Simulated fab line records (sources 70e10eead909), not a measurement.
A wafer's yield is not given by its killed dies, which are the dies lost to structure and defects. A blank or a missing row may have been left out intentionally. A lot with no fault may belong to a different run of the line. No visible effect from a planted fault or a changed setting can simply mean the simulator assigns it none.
Comparing a struck lot with a sound one / flow nand_harc / 21 steps out of a route of 1302
Sound: the wafers L567.3, L567.5, L567.6. Struck: wafer L560.2. The cause is given at the end.
At each step with rows: each side's tool, then ch and its chambers, then its first start. Under that, the readings that differ: sound wafers / struck wafers / difference of the means / sigmas: that difference in standard deviations of wafers without a fault.
alike: readings whose means differ by less than 2 such deviations, and words and numbers that are the same on both sides. not compared: withheld readings, readings that some wafer has no value for, bounds like >300 that may hide the same value, and numbers for which the record gives no deviation and whose values overlap.
The two part at a step that has a row with sigmas, a row that says differs or no value, or rows on one side only. Numbers that have no deviation but don't overlap get no sigmas and don't part them. Lack of a reading on every wafer of one side parts them only where that side has two or more wafers.

NHARC_A_BLC_CMP_25: polishes, t overpolish 30 s, target thk 150 nm.
  sound on cmp-02 ch 0,2,3, day 31 01:08; struck on cmp-03 ch 0, day 28 18:53
  alike: motor_current_A, overpolish_run_s, time_to_endpoint_s
following that, these wafers have no rows for 1 step: NHARC_A_BLC_SRD_27.
NHARC_A_BLC_INSPECT_28:
  sound: defect_inspect-02 at day 31 01:28; struck: defect_inspect-01 at day 28 19:14
  alike: raw_defect_count
then, 8 steps without rows for these wafers: NHARC_A_M0_DEP_00 (deposits SiOC, target thk 150 nm); NHARC_A_M0_DEHYDRATE_01 (time 120 s); NHARC_A_M0_HMDS_02 (time 30 s); NHARC_A_M0_COAT_33 (time 65 s); NHARC_A_M0_COAT_03 (resist thk 90 nm); NHARC_A_M0_SOFTBAKE_04 (time 55 s); NHARC_A_M0_EBR_05; NHARC_A_M0_EXPOSE_06 (exposes mask A M0, target cd 80 nm).
NHARC_A_M0_PEB_07: peb time 65 s.
  sound on litho_track-01 ch 0, day 31 02:25; struck on litho_track-04 ch 0, day 28 20:04
  alike: exhaust_pa
then, 1 step without rows for these wafers: NHARC_A_M0_DEVELOP_08 (develop time 35 s).
NHARC_A_M0_CD_MEAS_09: the cd target is 80 nm.
  sound on cd_sem-03 ch 0, day 31 02:31; struck on cd_sem-02 ch 0
reading=cd_nm (nm); sound=79.9 81.2 81.0; struck=83.6; difference=+2.9; sigmas=+4
  not compared: hold
NHARC_A_M0_OVL_MEAS_10: pitch 160 nm.
  sound: overlay-01 at day 31 02:35; struck: overlay-02 at day 29 00:06
reading=hold; sound=- - -; struck=await_dispo/3.7h/release; difference=no value on the sound wafers; sigmas=
  alike: overlay_x_nm, overlay_y_nm
NHARC_A_M0_INSPECT_11:
  sound: defect_inspect-02 at day 31 02:38; struck: defect_inspect-02 at day 29 00:08
  alike: raw_defect_count
NHARC_A_M0_DESCUM_14: chemistry O2, time 3 s.
  sound on rie_diel-05 ch 2,3, day 31 02:42; struck on rie_diel-05 ch 3, day 29 00:12
reading=model.A_M0.cd_nm (nm); sound=80.69 81.43 80.83; struck=84.57; difference=+3.59; sigmas=
  alike: chamber_pressure_mTorr, drypump_motor_current_A, oes_product_au, rf_vpp_V, showerhead_plenum_p_Torr, throttle_valve_pct
  not compared: rf_hours_counter_h
NHARC_A_M0_ETCH_34: etches the open film in N2/H2, target depth 40 nm, overetch 12 nm, time 43.94 s.
  sound on rie_diel-05 ch 0,1, day 31 02:47; struck on rie_diel-05 ch 2, day 29 00:17
  alike: chamber_pressure_mTorr, drypump_motor_current_A, oes_product_au, rf_vpp_V, showerhead_plenum_p_Torr, throttle_valve_pct
  not compared: rf_hours_counter_h
NHARC_A_M0_ETCH_15: etches the open film in C4F8/Ar, target depth 150 nm, overetch 15 nm, time 82.5 s.
  sound on rie_diel-05 ch 0,1,3; struck on rie_diel-05 ch 3
reading=model.A_M0.cd_nm (nm); sound=80.62 81.25 80.36; struck=84.58; difference=+3.84; sigmas=
  alike: chamber_pressure_mTorr, oes_product_au, rf_vpp_V
  not compared: rf_hours_counter_h
NHARC_A_M0_CD_MEAS_16:
  sound: cd_sem-02 at day 31 02:59; struck: cd_sem-01 at day 29 00:30
reading=cd_nm (nm); sound=80.7 81.0 80.3; struck=84.5; difference=+3.8; sigmas=+3
  not compared: hold
NHARC_END_SORT_01:
  sound on prober-01 ch 0, day 32 20:31; struck on prober-02 ch 0, day 30 15:25
  alike: defect_limited_yield, killed_at_array, killed_at_other, killed_at_periphery, killed_dies, killed_open, killed_short

## WHERE THEY PART
First at NHARC_A_M0_CD_MEAS_09; last, within this record, at NHARC_A_M0_CD_MEAS_16. Later steps at which nothing parts them and some readings are alike: NHARC_END_SORT_01.

WHY: the cause the simulator had injected
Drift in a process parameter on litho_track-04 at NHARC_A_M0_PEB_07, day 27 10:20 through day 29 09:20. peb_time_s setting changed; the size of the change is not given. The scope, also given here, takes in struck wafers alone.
